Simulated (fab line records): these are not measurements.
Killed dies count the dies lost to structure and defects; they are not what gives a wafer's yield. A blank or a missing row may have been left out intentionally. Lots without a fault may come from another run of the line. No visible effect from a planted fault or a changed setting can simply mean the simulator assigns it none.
Split-lot trial || flow n5-finfet || 21 wafers read from 7 lots, route of 1938 steps

== ON THE SPLIT ==
At N5_BEOL_M6_COAT_60 (time 60 s, resist thk 35 nm), the setting spin-rpm was moved away from the recipe's 1500 rpm on 5 of the 21 wafers read, by -10.7% to +11.3%. For the rest of the wafers, this setting stayed at what the recipe calls for.

== FROM THE SPLIT TO THE READING: what the file shows between them, 3 steps ==
- N5_BEOL_M6_COAT_05: resist thk 90 nm
- N5_BEOL_M6_EBR_07
- N5_BEOL_M6_DESCUM_16: chemistry O2, time 7.9 s

== THE READING ==
CAR-ArF_of_BEOL_M6_COAT_05.thk-nm (the simulator's own value, which no gauge read), in nm, at N5_BEOL_M6_ETCH_61 (etches SiARC in CF4, target depth 45.5 nm, time 75.8 s). The file gives no usual value for it. Here, 16 wafers ran the recipe; their average is 50.9 nm with a standard deviation of 0.32 nm.

{"wafer": "L075.2", "tool, chamber at the split": "litho-track-01, 0", "spin-rpm as run, rpm": 1500, "against the recipe": "recipe", "CAR-ArF_of_BEOL_M6_COAT_05.thk-nm, nm": 50.2, "against lot-mates on the recipe": "-"}
{"wafer": "L075.3", "tool, chamber at the split": "litho-track-01, 0", "spin-rpm as run, rpm": 1500, "against the recipe": "recipe", "CAR-ArF_of_BEOL_M6_COAT_05.thk-nm, nm": 50.6, "against lot-mates on the recipe": "-"}
{"wafer": "L075.4", "tool, chamber at the split": "litho-track-01, 0", "spin-rpm as run, rpm": 1500, "against the recipe": "recipe", "CAR-ArF_of_BEOL_M6_COAT_05.thk-nm, nm": 50.8, "against lot-mates on the recipe": "-"}
{"wafer": "L077.4", "tool, chamber at the split": "litho-track-05, 0", "spin-rpm as run, rpm": 1500, "against the recipe": "recipe", "CAR-ArF_of_BEOL_M6_COAT_05.thk-nm, nm": 51.4, "against lot-mates on the recipe": "-"}
{"wafer": "L077.5", "tool, chamber at the split": "litho-track-05, 0", "spin-rpm as run, rpm": 1500, "against the recipe": "recipe", "CAR-ArF_of_BEOL_M6_COAT_05.thk-nm, nm": 51.4, "against lot-mates on the recipe": "-"}
{"wafer": "L077.6", "tool, chamber at the split": "litho-track-05, 0", "spin-rpm as run, rpm": 1434, "against the recipe": "-4.4%", "CAR-ArF_of_BEOL_M6_COAT_05.thk-nm, nm": 50.6, "against lot-mates on the recipe": -0.8}
{"wafer": "L079.4", "tool, chamber at the split": "litho-track-05, 0", "spin-rpm as run, rpm": 1500, "against the recipe": "recipe", "CAR-ArF_of_BEOL_M6_COAT_05.thk-nm, nm": 51, "against lot-mates on the recipe": "-"}
{"wafer": "L079.5", "tool, chamber at the split": "litho-track-05, 0", "spin-rpm as run, rpm": 1500, "against the recipe": "recipe", "CAR-ArF_of_BEOL_M6_COAT_05.thk-nm, nm": 51, "against lot-mates on the recipe": "-"}
{"wafer": "L079.6", "tool, chamber at the split": "litho-track-05, 0", "spin-rpm as run, rpm": 1500, "against the recipe": "recipe", "CAR-ArF_of_BEOL_M6_COAT_05.thk-nm, nm": 50.6, "against lot-mates on the recipe": "-"}
{"wafer": "L085.2", "tool, chamber at the split": "litho-track-04, 0", "spin-rpm as run, rpm": 1500, "against the recipe": "recipe", "CAR-ArF_of_BEOL_M6_COAT_05.thk-nm, nm": 50.6, "against lot-mates on the recipe": "-"}
{"wafer": "L085.4", "tool, chamber at the split": "litho-track-04, 0", "spin-rpm as run, rpm": 1500, "against the recipe": "recipe", "CAR-ArF_of_BEOL_M6_COAT_05.thk-nm, nm": 50.6, "against lot-mates on the recipe": "-"}
{"wafer": "L085.6", "tool, chamber at the split": "litho-track-04, 0", "spin-rpm as run, rpm": 1669, "against the recipe": "+11.3%", "CAR-ArF_of_BEOL_M6_COAT_05.thk-nm, nm": 52.2, "against lot-mates on the recipe": "+1.6"}
{"wafer": "L086.2", "tool, chamber at the split": "litho-track-05, 0", "spin-rpm as run, rpm": 1340, "against the recipe": "-10.7%", "CAR-ArF_of_BEOL_M6_COAT_05.thk-nm, nm": 49.2, "against lot-mates on the recipe": -1.7}
{"wafer": "L086.4", "tool, chamber at the split": "litho-track-05, 0", "spin-rpm as run, rpm": 1500, "against the recipe": "recipe", "CAR-ArF_of_BEOL_M6_COAT_05.thk-nm, nm": 50.8, "against lot-mates on the recipe": "-"}
{"wafer": "L086.5", "tool, chamber at the split": "litho-track-05, 0", "spin-rpm as run, rpm": 1500, "against the recipe": "recipe", "CAR-ArF_of_BEOL_M6_COAT_05.thk-nm, nm": 51, "against lot-mates on the recipe": "-"}
{"wafer": "L088.2", "tool, chamber at the split": "litho-track-05, 0", "spin-rpm as run, rpm": 1500, "against the recipe": "recipe", "CAR-ArF_of_BEOL_M6_COAT_05.thk-nm, nm": 51.2, "against lot-mates on the recipe": "-"}
{"wafer": "L088.6", "tool, chamber at the split": "litho-track-05, 0", "spin-rpm as run, rpm": 1500, "against the recipe": "recipe", "CAR-ArF_of_BEOL_M6_COAT_05.thk-nm, nm": 51.2, "against lot-mates on the recipe": "-"}
{"wafer": "L088.5", "tool, chamber at the split": "litho-track-05, 0", "spin-rpm as run, rpm": 1500, "against the recipe": "recipe", "CAR-ArF_of_BEOL_M6_COAT_05.thk-nm, nm": 51, "against lot-mates on the recipe": "-"}
{"wafer": "L097.1", "tool, chamber at the split": "litho-track-04, 0", "spin-rpm as run, rpm": 1429, "against the recipe": "-4.7%", "CAR-ArF_of_BEOL_M6_COAT_05.thk-nm, nm": 50, "against lot-mates on the recipe": -0.6}
{"wafer": "L097.3", "tool, chamber at the split": "litho-track-04, 0", "spin-rpm as run, rpm": 1429, "against the recipe": "-4.7%", "CAR-ArF_of_BEOL_M6_COAT_05.thk-nm, nm": 50.2, "against lot-mates on the recipe": -0.4}
{"wafer": "L097.6", "tool, chamber at the split": "litho-track-04, 0", "spin-rpm as run, rpm": 1500, "against the recipe": "recipe", "CAR-ArF_of_BEOL_M6_COAT_05.thk-nm, nm": 50.6, "against lot-mates on the recipe": "-"}

THE FIT
A straight line over all 21 wafers: CAR-ArF_of_BEOL_M6_COAT_05.thk-nm changes by +0.135 nm for each +1% of spin-rpm; r = +0.86; the points scatter about the line by 0.32 nm.
The same after taking each lot's own level away (the mean of its wafers on the recipe; 21 wafers): +0.146 nm for each +1%; r = +0.96; scatter 0.16 nm.
Per that fit: largest spin-rpm move, reading shift of 1.6 nm.
Measured against the standard deviation above, the lots' own levels, which go from 50.53 to 51.40 nm, span 2.7 times it.
Consequently the slope shifts little with the lot-to-lot level, the two slopes agreeing.
Check: for one of the wafers moved furthest among these (+11.3%), held out of the fit, the line's prediction against its lot-mates is +1.69 nm. Against them it came out at +1.6 nm.

== THE WHOLE CHAIN: every reading that the file lists as answering this split, in the file's order ==
{"step": "N5_BEOL_M6_COAT_60", "what it does": "time 60 s, resist thk 35 nm", "reading": "SiARC_of_BEOL_M6_COAT_60.thk-nm (the simulator's own value, which no gauge read)", "change (the file's fit)": "-0.172 nm for each +1% of the setting", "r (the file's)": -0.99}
{"step": "N5_BEOL_M6_ETCH_61", "what it does": "etches SiARC in CF4, target depth 45.5 nm, time 75.8 s", "reading": "etch.depth-nm (the simulator's own value, which no gauge read)", "change (the file's fit)": "-0.171 nm for each +1% of the setting", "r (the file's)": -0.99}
{"step": "N5_BEOL_M6_ETCH_61", "what it does": "etches SiARC in CF4, target depth 45.5 nm, time 75.8 s", "reading": "CAR-ArF_of_BEOL_M6_COAT_05.thk-nm (the simulator's own value, which no gauge read)", "change (the file's fit)": "+0.149 nm for each +1% of the setting", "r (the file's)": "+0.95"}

== FILE'S OWN FIT ==
CAR-ArF_of_BEOL_M6_COAT_05.thk-nm changes by +0.149 nm for each +1% of spin-rpm, r = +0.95.
